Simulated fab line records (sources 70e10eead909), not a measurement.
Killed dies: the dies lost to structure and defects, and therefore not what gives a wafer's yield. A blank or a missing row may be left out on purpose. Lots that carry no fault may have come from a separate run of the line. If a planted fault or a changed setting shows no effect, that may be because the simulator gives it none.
A lot that was struck, set against a sound lot	flow nand_harc	15 steps out of a route of 1302
Sound: wafers L917.3, L917.4, L917.6. Wafers struck: L929.1, L929.2, L929.5. Last of all comes the cause.
Each step with rows lists, per side, the tool, then ch with its chambers, then its first start. Under that, the readings that differ: sound wafers	struck wafers	difference of the means	sigmas: that difference in standard deviations of wafers without a fault.
alike: a reading whose means differ by less than 2 such deviations, as well as words and numbers matching on both sides. not compared: withheld readings; readings where some wafer has no value; bounds like >300 that might hide an equal value; numbers whose values overlap and for which the record gives no deviation.
A row with sigmas, a row that says differs or no value, or rows on one side alone: a step with any of these is where the two part. Non-overlapping numbers with no deviation appear without sigmas and do not part them. Lack of a reading on every wafer of one side parts them only where that side has two or more wafers.

NHARC_A_DECK1_JOINT_INSPECT_05:
  sound: defect_inspect-01 at day 15 09:28; struck: defect_inspect-02 at day 19 21:58
  alike: raw_defect_count
following that, 1 step holds no rows for these wafers, namely NHARC_A_ONON_D2_DEP_00 (target thickness 1000 nm).
NHARC_A_ONON_D2_THK_MEAS_02: measures by ellipsometry.
  sound: film_metro-02 at day 15 10:02; struck: film_metro-01 at day 19 22:32
  alike: thk_nm
following that, 1 step holds no rows for these wafers, namely NHARC_A_ONON_D2_DEP_03 (target thickness 1000 nm).
NHARC_A_ONON_D2_THK_MEAS_05: measures by ellipsometry.
  sound: film_metro-02 at day 15 10:36; struck: film_metro-01 at day 19 23:14
  alike: thk_nm
following that, 1 step holds no rows for these wafers, namely NHARC_A_ONON_D2_DEP_06 (target thickness 1000 nm).
NHARC_A_ONON_D2_THK_MEAS_08: measures by ellipsometry.
  sound: film_metro-01 at day 15 11:10; struck: film_metro-02 at day 19 23:56
  alike: thk_nm
following that, 1 step holds no rows for these wafers, namely NHARC_A_ONON_D2_DEP_09 (target thickness 1000 nm).
NHARC_A_ONON_D2_THK_MEAS_11: measures by ellipsometry.
  sound: film_metro-01 at day 15 11:44; struck: film_metro-02 at day 20 00:39
reading	sound	struck	difference	sigmas
thk_nm (nm)	996 997 997	1016 1017 1015	+19	+2
following that, 1 step holds no rows for these wafers, namely NHARC_A_ONON_D2_DEP_12 (target thickness 1000 nm).
NHARC_A_ONON_D2_THK_MEAS_14: measures by ellipsometry.
  sound: film_metro-02 at day 15 12:18; struck: film_metro-02 at day 20 01:13
  alike: thk_nm
then, 1 step without rows for these wafers: NHARC_A_ONON_D2_ANNEAL_15 (time 3600 s).
NHARC_A_ONON_D2_DEP_16: target thk 1000 nm.
  sound on pecvd_onon-03 ch 0, day 15 19:39; struck on pecvd_onon-03 ch 0, day 20 08:02
NHARC_A_ONON_D2_THK_MEAS_18: measures by ellipsometry.
  sound: film_metro-02 at day 15 20:02; struck: film_metro-02 at day 20 08:42
reading	sound	struck	difference	sigmas
thk_nm (nm)	987 985 987	635 635 634	-352	-32
  not compared: hold
-- record jumps: 12 days between struck wafers' starts before vs after; left off in module A_ONON_D2, resumes in module END, first step shown is number 1302 of the route --
NHARC_END_SORT_01:
  sound on prober-01 ch 0, day 27 07:58; struck on prober-01 ch 0, day 32 18:20
reading	sound	struck	difference	sigmas
hold	- - -	await_dispo/2.2h/scrap await_dispo/2.2h/scrap await_dispo/2.2h/scrap	no value on the sound wafers	
killed_at_array	51 33 47	673 668 672	+627	+35
killed_dies	53 38 54	677 677 677	+629	+35
  alike: killed_at_other, killed_at_periphery, killed_open, killed_short

== WHERE THEY PART ==
Earliest at NHARC_A_ONON_D2_THK_MEAS_11; latest, in this record, at NHARC_END_SORT_01.

WHY: what had been put in by the simulator
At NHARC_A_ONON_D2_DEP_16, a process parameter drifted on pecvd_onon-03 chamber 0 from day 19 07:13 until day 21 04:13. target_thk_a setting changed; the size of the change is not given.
